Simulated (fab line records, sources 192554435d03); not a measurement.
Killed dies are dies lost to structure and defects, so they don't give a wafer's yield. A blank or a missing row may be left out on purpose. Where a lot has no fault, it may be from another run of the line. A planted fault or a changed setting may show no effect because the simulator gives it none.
Matching of chambers + flow n5 finfet + rie diel-02 running N5_GATE_CUT_STRIP_59: 4 sister chambers
The step strips in N2/H2, time 20 s. 14 wafers are shown with their chamber, then 7 later ones without.

## WAFERS PAIRED WITH THEIR CHAMBERS
| wafer  | chamber | showerhead plenum p Torr (Torr) | drypump motor current A (A) | throttle valve pct (%) |
|--------|---------|---------------------------------|-----------------------------|------------------------|
| L080.4 | 2       | 3.43                            | 5.85                        | 11.67                  |
| L080.5 | 0       | 3.48                            | 5.11                        | 12.45                  |
| L080.6 | 1       | 3.30                            | 5.67                        | 12.01                  |
| L082.1 | 1       | 3.30                            | 5.67                        | 12.03                  |
| L082.2 | 0       | 3.47                            | 5.13                        | 12.46                  |
| L082.6 | 1       | 3.30                            | 5.64                        | 12.03                  |
| L084.1 | 1       | 3.30                            | 5.65                        | 12.02                  |
| L084.2 | 2       | 3.43                            | 5.84                        | 11.67                  |
| L084.6 | 0       | 3.47                            | 5.12                        | 12.47                  |
| L086.1 | 1       | 3.30                            | 5.67                        | 12.04                  |
| L086.2 | 0       | 3.47                            | 5.12                        | 12.50                  |
| L086.4 | 2       | 3.43                            | 5.86                        | 11.70                  |
| L093.1 | 3       | 3.23                            | 5.33                        | 12.25                  |
| L093.4 | 1       | 3.29                            | 5.70                        | 12.08                  |

SIGNATURES (averages over the wafers above)
| reading                  | chamber 0 | chamber 1 | chamber 2 | chamber 3 | scatter within a chamber |
|--------------------------|-----------|-----------|-----------|-----------|--------------------------|
| showerhead plenum p Torr | 3.4725    | 3.2983    | 3.4300    | 3.2300    | 0.00398                  |
| drypump motor current A  | 5.1200    | 5.6667    | 5.8500    | 5.3300    | 0.0159                   |
| throttle valve pct       | 12.4700   | 12.0350   | 11.6800   | 12.2500   | 0.0222                   |
Rule: a wafer's distance from a chamber is the root of the sum, over the readings, of the square of ((its reading less the chamber's mean) divided by the reading's scatter). The wafer belongs to the nearest chamber; if the next one is less than 2 further off, it can't be placed. The scatter is the square root of a quotient: the sum, over the shown wafers, of each reading's squared deviation from its chamber's mean, divided by wafers minus chambers.

## WAFERS MISSING THEIR CHAMBER
| wafer  | showerhead plenum p Torr (Torr) | drypump motor current A (A) | throttle valve pct (%) |
|--------|---------------------------------|-----------------------------|------------------------|
| L093.6 | 3.29                            | 5.66                        | 12.06                  |
| L095.3 | 3.23                            | 5.36                        | 12.27                  |
| L095.5 | 3.23                            | 5.32                        | 12.27                  |
| L095.6 | 3.46                            | 5.10                        | 12.53                  |
| L096.1 | 3.29                            | 5.66                        | 12.08                  |
| L096.4 | 3.42                            | 5.87                        | 11.75                  |
| L096.6 | 3.46                            | 5.12                        | 12.52                  |

## EACH ONE'S CHAMBER
| wafer  | from the rows above | in truth |
|--------|---------------------|----------|
| L093.6 | 1                   | 1        |
| L095.3 | 3                   | 3        |
| L095.5 | 3                   | 3        |
| L095.6 | 0                   | 0        |
| L096.1 | 1                   | 1        |
| L096.4 | 2                   | 2        |
| L096.6 | 0                   | 0        |
Placed correctly: 7 of 7. Not placeable from these rows: 0. Number placed wrongly: 0.
